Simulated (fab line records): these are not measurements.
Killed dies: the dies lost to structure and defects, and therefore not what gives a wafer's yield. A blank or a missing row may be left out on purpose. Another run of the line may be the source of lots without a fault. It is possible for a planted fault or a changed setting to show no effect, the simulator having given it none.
Matching of chambers | flow nandHarc | aldMetal-02 running NHARC_P_CONTACT_ALD_22: 4 sister chambers
The step deposits TiN, target thk 3 nm, pulse time 1 s, ald cycles 150. 8 wafers are shown with their chamber, then 8 later ones without.

WAFERS, EACH WITH ITS CHAMBER
wafer  | chamber | heaterPowerW (W) | precursorPulseHeightRel
L076.5 | 1       | 855              | 1.041
L080.5 | 1       | 856              | 0.999
L085.4 | 2       | 1019             | 0.975
L085.6 | 2       | 1032             | 1.024
L089.4 | 0       | 941              | 1.018
L089.5 | 0       | 931              | 1.018
L089.6 | 3       | 1001             | 0.996
L093.1 | 3       | 995              | 1.016

WAFERS WITHOUT THEIR CHAMBER
wafer  | heaterPowerW (W) | precursorPulseHeightRel
L093.2 | 934              | 1.037
L093.5 | 1031             | 1.042
L096.3 | 1030             | 1.004
L096.5 | 1064             | 0.995
L096.6 | 941              | 1.014
L097.2 | 805              | 0.986
L097.3 | 1047             | 0.998
L097.6 | 822              | 0.973

WHICH CHAMBER EACH WENT THROUGH
wafer  | from the rows above | in truth
L093.2 | 0                   | 0
L093.5 | 2                   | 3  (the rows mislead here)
L096.3 | 2                   | 2
L096.5 | 2                   | 2
L096.6 | 0                   | 0
L097.2 | 1                   | 1
L097.3 | 2                   | 2
L097.6 | 1                   | 1
Placed correctly: 7 of 8. Not placeable from these rows: 0. Placed wrongly: 1.
How it was worked out, from the rows above alone: a wafer's distance from a chamber is the root of the sum, over the readings, of the square of ((its reading less the chamber's mean) divided by the reading's scatter). If the next closest chamber is less than 2 further off than the closest, the wafer can't be placed; otherwise it belongs to the closest. Each chamber's mean is taken over the wafers shown for it. How the scatter is found: for the shown wafers, subtract from each reading the mean of its chamber, square and add these, divide the total by (wafers less chambers), then take the root.
